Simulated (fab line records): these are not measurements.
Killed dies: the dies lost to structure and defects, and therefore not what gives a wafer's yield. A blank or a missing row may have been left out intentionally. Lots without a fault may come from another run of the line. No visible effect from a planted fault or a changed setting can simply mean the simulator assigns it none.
Code-filled problem report in 8D (eight disciplines) form ; flow n5_finfet ; the parts of the form that need people (team, actions taken, sign-off) are left out

== 1. THE PROBLEM ==
Mean of rf_fwd_power_W at N5_BEOL_M2_ETCH_64: 1040.2 W across 2 wafers in 2 lots; on wafers with no fault it is 836.8 W (standard deviation 2.8). Relative to the usual mean, that is a shift of +73 standard deviations.
The step: etches SOC in N2/H2, target depth 75 nm, overetch 22.5 nm, time 121.9 s.
First seen on wafer L750.2, day 8 09:43, on rie_diel-04. At this step, 27 wafers from 9 lots have a number in the record. Rule for "out", or "out of limits": more than 4 standard deviations from the usual mean. The rest of the wafers with a number are treated as sound.

== 2. WHAT THIS IS AND IS NOT ==
question;is;is not
which readings at this step;rf_fwd_power_W, rf_vpp_V;drypump_motor_current_A, h2_flow_sccm, oes_product_au, showerhead_plenum_p_Torr, throttle_valve_pct
which lots;L750, L754;L751, L757, L758, L759, L760, L766, L767
which wafers of those lots;L750.2, L754.5;L750.3, L750.6, L754.1, L754.6
read on which tools;rie_diel-04;rie_diel-03, rie_diel-05
when;from day 8 09:43;"up to then (2 sound wafers); but 23 sound wafers of L751, L754, L757, L758, L759, L760, L766, L767 came after"

== 3. SUSPECTS, AND WHAT RULES EACH OUT ==
Counting: any tool at a process step up to the reading remains a suspect provided it ran every lot that is out. Sound lots after the first of them don't rule it out here, since some wafers of a struck lot are sound.
- pvd_sputter-01 at N5_BEOL_M2_HM_DEP_02 (deposits TiN, target thk 20 nm): kept. It ran every lot that is out, first L750 (day 8 09:07).
- rie_diel-04 at N5_BEOL_M2_ETCH_64 (etches SOC in N2/H2, target depth 75 nm, overetch 22.5 nm, time 121.9 s): kept. It ran every lot that is out, first L750 (day 8 09:43). Out on those wafers are its own readings of rf_fwd_power_W, rf_vpp_V.
- In rie_diel-04 at N5_BEOL_M2_ETCH_64, the wafers that are out were processed in chamber 0 and their sound lot-mates in chambers 1, 3.
After counting, pvd_sputter-01 at N5_BEOL_M2_HM_DEP_02 and rie_diel-04 at N5_BEOL_M2_ETCH_64 remain.

== 4. THE CAUSE (what the simulator had put in) ==
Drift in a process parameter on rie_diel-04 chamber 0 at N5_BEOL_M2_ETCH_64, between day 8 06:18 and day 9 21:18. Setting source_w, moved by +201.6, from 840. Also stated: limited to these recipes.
After counting, 2 suspects remain, this tool included.

== 5. THE CHAIN OF EFFECTS, in route order ==
Each row: a reading where the mean over the struck wafers with a number is more than 3 standard deviations away from the usual. Only readings for which the record gives a usual standard deviation are gone through. hours: the time from each lot's start at the first step in this table that gives one to its start at this step, as a median over the lots. sigmas: the change in usual standard deviations.
hours;step;reading;usual;on struck wafers;change;sigmas
0;N5_BEOL_M2_ETCH_64;rf_fwd_power_W;836.8 W;1040.2;+203.4;+73
0;N5_BEOL_M2_ETCH_64;rf_vpp_V;524.1 V;486.7;-37.4;-14
It contains these process steps:
- N5_BEOL_M2_ETCH_64: etches SOC in N2/H2, target depth 75 nm, overetch 22.5 nm, time 121.9 s.
At these later measuring or inspecting steps, every struck wafer for which the step has a row has a number for every such reading, and none has moved that far: N5_BEOL_M4_RC_MEAS_101.

== 6. HOW IT WOULD HAVE BEEN CAUGHT EARLIER ==
In this record no reading fell out of limits until day 8 09:43, 3 hours after the fault had begun at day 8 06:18.
